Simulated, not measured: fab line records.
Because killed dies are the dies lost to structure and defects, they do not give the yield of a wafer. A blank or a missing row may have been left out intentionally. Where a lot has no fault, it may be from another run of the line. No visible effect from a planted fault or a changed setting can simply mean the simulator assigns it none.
A sampling plan put to the test :: flow n5-finfet :: one fab line, 24 faults that these records tell of, each judged on the records of the lots that it struck
The plan consists of the line's own looks: route steps at which the wafer is read by a gauge or an inspection but not changed. Where struck wafers have a number at a look and the file lists that look's usual mean and standard deviation on fault-free wafers, the look can be judged. Caught: a look later than the fault's first step finds the struck wafers' mean 4 or more of those standard deviations (sigma) from the usual mean. On the tool: here the same test is run on the tool's own readings at the fault's steps. Another recipe on the struck wafers, or a record that is blank for them alone, also counts as caught.

THE FAULTS, as the simulator had put them in
1. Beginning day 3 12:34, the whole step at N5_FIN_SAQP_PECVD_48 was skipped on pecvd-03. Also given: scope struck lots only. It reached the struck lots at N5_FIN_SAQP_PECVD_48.
2. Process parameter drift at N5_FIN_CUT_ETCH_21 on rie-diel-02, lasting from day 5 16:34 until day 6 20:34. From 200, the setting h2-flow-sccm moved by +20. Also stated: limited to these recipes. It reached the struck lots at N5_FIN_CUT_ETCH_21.
3. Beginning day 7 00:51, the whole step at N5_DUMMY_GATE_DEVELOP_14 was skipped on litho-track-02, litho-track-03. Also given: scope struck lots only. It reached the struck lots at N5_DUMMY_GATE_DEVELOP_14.
4. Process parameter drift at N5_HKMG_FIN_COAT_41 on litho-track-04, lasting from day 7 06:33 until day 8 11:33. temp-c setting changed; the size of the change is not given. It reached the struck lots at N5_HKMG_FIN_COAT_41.
5. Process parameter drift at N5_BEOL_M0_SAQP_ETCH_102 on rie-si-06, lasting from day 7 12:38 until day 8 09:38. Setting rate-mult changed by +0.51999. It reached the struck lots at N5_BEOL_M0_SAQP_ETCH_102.
6. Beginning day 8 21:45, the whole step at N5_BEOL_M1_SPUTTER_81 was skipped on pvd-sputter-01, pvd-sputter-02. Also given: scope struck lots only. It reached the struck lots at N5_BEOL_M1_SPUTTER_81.
7. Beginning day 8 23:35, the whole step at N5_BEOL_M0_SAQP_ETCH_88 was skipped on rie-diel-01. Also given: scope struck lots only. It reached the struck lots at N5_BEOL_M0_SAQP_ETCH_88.
8. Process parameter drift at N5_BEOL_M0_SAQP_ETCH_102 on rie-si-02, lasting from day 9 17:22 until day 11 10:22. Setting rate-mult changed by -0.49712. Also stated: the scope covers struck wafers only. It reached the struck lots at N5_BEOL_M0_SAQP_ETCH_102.
9. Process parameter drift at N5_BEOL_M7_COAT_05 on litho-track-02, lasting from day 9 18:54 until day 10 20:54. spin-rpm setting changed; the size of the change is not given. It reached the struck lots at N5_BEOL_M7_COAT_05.
10. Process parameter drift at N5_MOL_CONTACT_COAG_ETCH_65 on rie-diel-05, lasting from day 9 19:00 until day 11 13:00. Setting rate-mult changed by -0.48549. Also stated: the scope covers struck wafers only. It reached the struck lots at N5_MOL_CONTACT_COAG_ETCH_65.
11. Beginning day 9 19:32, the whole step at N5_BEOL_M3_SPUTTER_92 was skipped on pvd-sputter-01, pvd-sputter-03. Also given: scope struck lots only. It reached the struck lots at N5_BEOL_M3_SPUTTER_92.
12. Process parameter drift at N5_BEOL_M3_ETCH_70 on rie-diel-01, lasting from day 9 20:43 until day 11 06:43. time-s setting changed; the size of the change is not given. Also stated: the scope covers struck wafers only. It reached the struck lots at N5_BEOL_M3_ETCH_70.
13. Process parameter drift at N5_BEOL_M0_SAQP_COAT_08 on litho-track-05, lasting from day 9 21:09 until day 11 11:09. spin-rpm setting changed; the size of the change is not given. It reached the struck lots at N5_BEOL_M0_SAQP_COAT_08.
14. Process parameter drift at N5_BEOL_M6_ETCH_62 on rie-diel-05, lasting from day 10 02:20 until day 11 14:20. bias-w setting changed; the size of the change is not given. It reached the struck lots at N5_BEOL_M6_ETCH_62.
15. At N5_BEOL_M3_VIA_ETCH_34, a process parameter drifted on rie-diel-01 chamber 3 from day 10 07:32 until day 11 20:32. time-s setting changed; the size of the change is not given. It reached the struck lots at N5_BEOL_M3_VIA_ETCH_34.
16. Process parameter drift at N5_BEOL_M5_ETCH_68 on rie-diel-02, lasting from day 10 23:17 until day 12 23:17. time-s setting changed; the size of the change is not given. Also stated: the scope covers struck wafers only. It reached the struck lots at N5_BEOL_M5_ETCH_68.
17. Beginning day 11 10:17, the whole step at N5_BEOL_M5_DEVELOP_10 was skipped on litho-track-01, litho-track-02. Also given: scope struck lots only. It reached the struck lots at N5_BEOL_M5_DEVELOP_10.
18. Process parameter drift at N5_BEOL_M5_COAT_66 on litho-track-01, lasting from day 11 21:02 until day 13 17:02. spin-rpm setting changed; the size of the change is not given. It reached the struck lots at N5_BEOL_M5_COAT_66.
19. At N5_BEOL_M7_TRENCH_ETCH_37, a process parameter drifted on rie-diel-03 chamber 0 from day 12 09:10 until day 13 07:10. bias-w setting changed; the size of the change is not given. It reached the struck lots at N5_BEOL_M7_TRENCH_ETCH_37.
20. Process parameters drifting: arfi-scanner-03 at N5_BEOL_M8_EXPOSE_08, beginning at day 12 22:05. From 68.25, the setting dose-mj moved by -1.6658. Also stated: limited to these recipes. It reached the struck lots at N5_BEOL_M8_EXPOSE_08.
21. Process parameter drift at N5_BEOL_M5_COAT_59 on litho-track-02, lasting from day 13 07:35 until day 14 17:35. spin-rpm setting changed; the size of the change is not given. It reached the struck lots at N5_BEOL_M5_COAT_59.
22. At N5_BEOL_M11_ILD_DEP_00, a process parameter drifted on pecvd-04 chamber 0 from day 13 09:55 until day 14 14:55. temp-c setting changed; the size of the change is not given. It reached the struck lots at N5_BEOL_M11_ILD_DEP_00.
23. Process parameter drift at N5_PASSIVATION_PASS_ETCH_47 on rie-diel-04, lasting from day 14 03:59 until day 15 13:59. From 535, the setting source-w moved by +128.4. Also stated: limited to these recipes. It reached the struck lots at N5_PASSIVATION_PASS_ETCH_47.
24. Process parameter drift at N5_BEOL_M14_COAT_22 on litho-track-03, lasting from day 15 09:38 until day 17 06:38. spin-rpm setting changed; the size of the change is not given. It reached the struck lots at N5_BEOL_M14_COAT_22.

WHAT THE PLAN SAW
fault: 1
on the tool itself: the tool's record is blank for the struck wafers
first look that catches it: no look after it can be judged
reading, sigma: -
median hours from its first step to that look: -
hours from the fault's start to the first struck lot there: -
judged looks passed uncaught: 0

fault: 2
on the tool itself: h2-flow-sccm +34 sigma
first look that catches it: not the one look that can be judged after it
reading, sigma: -
median hours from its first step to that look: -
hours from the fault's start to the first struck lot there: -
judged looks passed uncaught: 1

fault: 3
on the tool itself: the tool's record is blank for the struck wafers
first look that catches it: no look after it can be judged
reading, sigma: -
median hours from its first step to that look: -
hours from the fault's start to the first struck lot there: -
judged looks passed uncaught: 0

fault: 4
on the tool itself: heater-power-total-W +99 or beyond sigma
first look that catches it: not the one look that can be judged after it
reading, sigma: -
median hours from its first step to that look: -
hours from the fault's start to the first struck lot there: -
judged looks passed uncaught: 1

fault: 5
on the tool itself: oes-product-au +20 sigma
first look that catches it: not the one look that can be judged after it
reading, sigma: -
median hours from its first step to that look: -
hours from the fault's start to the first struck lot there: -
judged looks passed uncaught: 1

fault: 6
on the tool itself: the tool's record is blank for the struck wafers
first look that catches it: not the one look that can be judged after it
reading, sigma: -
median hours from its first step to that look: -
hours from the fault's start to the first struck lot there: -
judged looks passed uncaught: 1

fault: 7
on the tool itself: the tool's record is blank for the struck wafers
first look that catches it: not the one look that can be judged after it
reading, sigma: -
median hours from its first step to that look: -
hours from the fault's start to the first struck lot there: -
judged looks passed uncaught: 1

fault: 8
on the tool itself: oes-product-au -18 sigma
first look that catches it: not the one look that can be judged after it
reading, sigma: -
median hours from its first step to that look: -
hours from the fault's start to the first struck lot there: -
judged looks passed uncaught: 1

fault: 9
on the tool itself: spin-speed-rpm -99 or beyond sigma
first look that catches it: not the one look that can be judged after it
reading, sigma: -
median hours from its first step to that look: -
hours from the fault's start to the first struck lot there: -
judged looks passed uncaught: 1

fault: 10
on the tool itself: etch-rf-on-time-s +24 sigma
first look that catches it: not the one look that can be judged after it
reading, sigma: -
median hours from its first step to that look: -
hours from the fault's start to the first struck lot there: -
judged looks passed uncaught: 1

fault: 11
on the tool itself: the tool's record is blank for the struck wafers
first look that catches it: not the one look that can be judged after it
reading, sigma: -
median hours from its first step to that look: -
hours from the fault's start to the first struck lot there: -
judged looks passed uncaught: 1

fault: 12
on the tool itself: run-length-s -19 sigma
first look that catches it: none of the 2 looks that can be judged after it
reading, sigma: -
median hours from its first step to that look: -
hours from the fault's start to the first struck lot there: -
judged looks passed uncaught: 2

fault: 13
on the tool itself: spin-speed-rpm +99 or beyond sigma
first look that catches it: not the one look that can be judged after it
reading, sigma: -
median hours from its first step to that look: -
hours from the fault's start to the first struck lot there: -
judged looks passed uncaught: 1

fault: 14
on the tool itself: bias-w -15 sigma
first look that catches it: no look after it can be judged
reading, sigma: -
median hours from its first step to that look: -
hours from the fault's start to the first struck lot there: -
judged looks passed uncaught: 0

fault: 15
on the tool itself: run-length-s -18 sigma
first look that catches it: not the one look that can be judged after it
reading, sigma: -
median hours from its first step to that look: -
hours from the fault's start to the first struck lot there: -
judged looks passed uncaught: 1

fault: 16
on the tool itself: run-length-s +33 sigma
first look that catches it: no look after it can be judged
reading, sigma: -
median hours from its first step to that look: -
hours from the fault's start to the first struck lot there: -
judged looks passed uncaught: 0

fault: 17
on the tool itself: the tool's record is blank for the struck wafers
first look that catches it: no look after it can be judged
reading, sigma: -
median hours from its first step to that look: -
hours from the fault's start to the first struck lot there: -
judged looks passed uncaught: 0

fault: 18
on the tool itself: spin-speed-rpm -99 or beyond sigma
first look that catches it: no look after it can be judged
reading, sigma: -
median hours from its first step to that look: -
hours from the fault's start to the first struck lot there: -
judged looks passed uncaught: 0

fault: 19
on the tool itself: bias-w +35 sigma
first look that catches it: no look after it can be judged
reading, sigma: -
median hours from its first step to that look: -
hours from the fault's start to the first struck lot there: -
judged looks passed uncaught: 0

fault: 20
on the tool itself: exposure-dose-mJ-cm2 -20 sigma
first look that catches it: no look after it can be judged
reading, sigma: -
median hours from its first step to that look: -
hours from the fault's start to the first struck lot there: -
judged looks passed uncaught: 0

fault: 21
on the tool itself: spin-speed-rpm -99 or beyond sigma
first look that catches it: no look after it can be judged
reading, sigma: -
median hours from its first step to that look: -
hours from the fault's start to the first struck lot there: -
judged looks passed uncaught: 0

fault: 22
on the tool itself: susceptor-temp-C +19 sigma
first look that catches it: no look after it can be judged
reading, sigma: -
median hours from its first step to that look: -
hours from the fault's start to the first struck lot there: -
judged looks passed uncaught: 0

fault: 23
on the tool itself: rf-fwd-power-W +75 sigma
first look that catches it: no look after it can be judged
reading, sigma: -
median hours from its first step to that look: -
hours from the fault's start to the first struck lot there: -
judged looks passed uncaught: 0

fault: 24
on the tool itself: spin-speed-rpm -99 or beyond sigma
first look that catches it: no look after it can be judged
reading, sigma: -
median hours from its first step to that look: -
hours from the fault's start to the first struck lot there: -
judged looks passed uncaught: 0
A dash: the fault isn't caught, or these records don't give the number.

Caught at a look: 0 of 24. Caught on the tool: 24 of 24. By one or the other: 24 of 24.
Caught on the tool alone: faults 1, 2, 3, 4, 5, 6, 7, 8, 9, 10, 11, 12, 13, 14, 15, 16, 17, 18, 19, 20, 21, 22, 23, 24.
